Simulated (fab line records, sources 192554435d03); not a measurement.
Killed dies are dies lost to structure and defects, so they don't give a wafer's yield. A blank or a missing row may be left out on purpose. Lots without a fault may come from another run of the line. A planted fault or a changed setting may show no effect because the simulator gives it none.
Chamber matching | flow n5_finfet | N5_BEOL_M4_DEP_57 on pecvd-04: 3 sister chambers
The step deposits SiCN from 3MS/NH3, target thk 8 nm, time 14 s. 6 wafers are shown with their chamber, then 9 later ones without.

WAFERS WITH THEIR CHAMBER
wafer  | chamber | showerhead_plenum_p_Torr (Torr) | throttle_valve_pct (%)
L086.1 | 0       | 3.665                           | 9.0
L090.3 | 0       | 3.673                           | 9.1
L090.5 | 2       | 3.662                           | 9.0
L088.1 | 1       | 3.692                           | 9.8
L088.3 | 2       | 3.657                           | 9.0
L088.4 | 1       | 3.690                           | 9.5

WAFERS WITHOUT THEIR CHAMBER
wafer  | showerhead_plenum_p_Torr (Torr) | throttle_valve_pct (%)
L089.1 | 3.684                           | 9.6
L089.4 | 3.666                           | 8.7
L089.5 | 3.693                           | 9.6
L094.1 | 3.653                           | 9.0
L094.5 | 3.672                           | 9.0
L094.6 | 3.658                           | 8.7
L095.2 | 3.703                           | 9.6
L095.3 | 3.658                           | 8.8
L095.4 | 3.664                           | 9.0

WHICH CHAMBER EACH WENT THROUGH
wafer  | from the rows above     | in truth
L089.1 | 1                       | 1
L089.4 | can't be placed: 0 or 2 | 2
L089.5 | 1                       | 1
L094.1 | 2                       | 2
L094.5 | 0                       | 0
L094.6 | can't be placed: 2 or 0 | 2
L095.2 | 1                       | 1
L095.3 | can't be placed: 2 or 0 | 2
L095.4 | can't be placed: 2 or 0 | 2
Placed correctly: 5 of 9. Can't be placed from these rows: 4 (the true chamber is among the candidates in 4). Placed wrongly: 0.
How it was worked out, from the rows above alone: a wafer's distance from a chamber is the root of the sum, over the readings, of the square of ((its reading less the chamber's mean) divided by the reading's scatter). The wafer belongs to the nearest chamber; if the next one is less than 2 further off, it can't be placed. A chamber's mean is the mean of its shown wafers. The scatter: the root of (the sum of the squares of (reading less its chamber's mean) over the shown wafers, divided by (wafers less chambers)).
